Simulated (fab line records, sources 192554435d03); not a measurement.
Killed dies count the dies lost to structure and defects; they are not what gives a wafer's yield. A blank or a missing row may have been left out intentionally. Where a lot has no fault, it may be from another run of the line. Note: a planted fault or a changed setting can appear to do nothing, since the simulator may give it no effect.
Chamber matching / flow n5 finfet / N5_BEOL_M3_PECVD_72 on pecvd-03 has 3 sister chambers
The step deposits SiO2 from TEOS/O2, target thk 16 nm, time 18 s. 3 wafers are shown with their chamber, then 10 later ones without.

## WAFERS PAIRED WITH THEIR CHAMBERS
wafer=L083.5; chamber=2; heater power w (W)=858
wafer=L089.1; chamber=1; heater power w (W)=660
wafer=L089.2; chamber=0; heater power w (W)=769

## WAFERS WITH NO CHAMBER GIVEN
wafer=L089.5; heater power w (W)=752
wafer=L091.1; heater power w (W)=773
wafer=L091.2; heater power w (W)=725
wafer=L091.6; heater power w (W)=752
wafer=L093.1; heater power w (W)=760
wafer=L093.2; heater power w (W)=838
wafer=L093.3; heater power w (W)=737
wafer=L095.1; heater power w (W)=712
wafer=L095.3; heater power w (W)=756
wafer=L095.6; heater power w (W)=836

## EACH ONE'S CHAMBER
wafer=L089.5; from the rows above=0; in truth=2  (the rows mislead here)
wafer=L091.1; from the rows above=0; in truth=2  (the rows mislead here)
wafer=L091.2; from the rows above=can't be placed: 0 or 1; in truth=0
wafer=L091.6; from the rows above=0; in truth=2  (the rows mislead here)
wafer=L093.1; from the rows above=0; in truth=0
wafer=L093.2; from the rows above=can't be placed: 2 or 0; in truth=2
wafer=L093.3; from the rows above=can't be placed: 0 or 1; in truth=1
wafer=L095.1; from the rows above=can't be placed: 1 or 0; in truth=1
wafer=L095.3; from the rows above=0; in truth=0
wafer=L095.6; from the rows above=can't be placed: 2 or 0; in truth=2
Placed correctly: 2 of 10. Not placeable from these rows: 5 (in 5, the candidates include the true chamber). Wrongly placed: 3.
How it was worked out, from the rows above alone: a wafer's distance from a chamber is the root of the sum, over the readings, of the square of ((its reading less the chamber's mean) divided by the reading's scatter). If the next closest chamber is less than 2 further off than the closest, the wafer can't be placed; otherwise it belongs to the closest. The mean given for a chamber averages the wafers shown for that chamber. The scatter: with one shown wafer a chamber, the root of the mean of the squares of how far each hidden wafer lies from its nearest shown one.
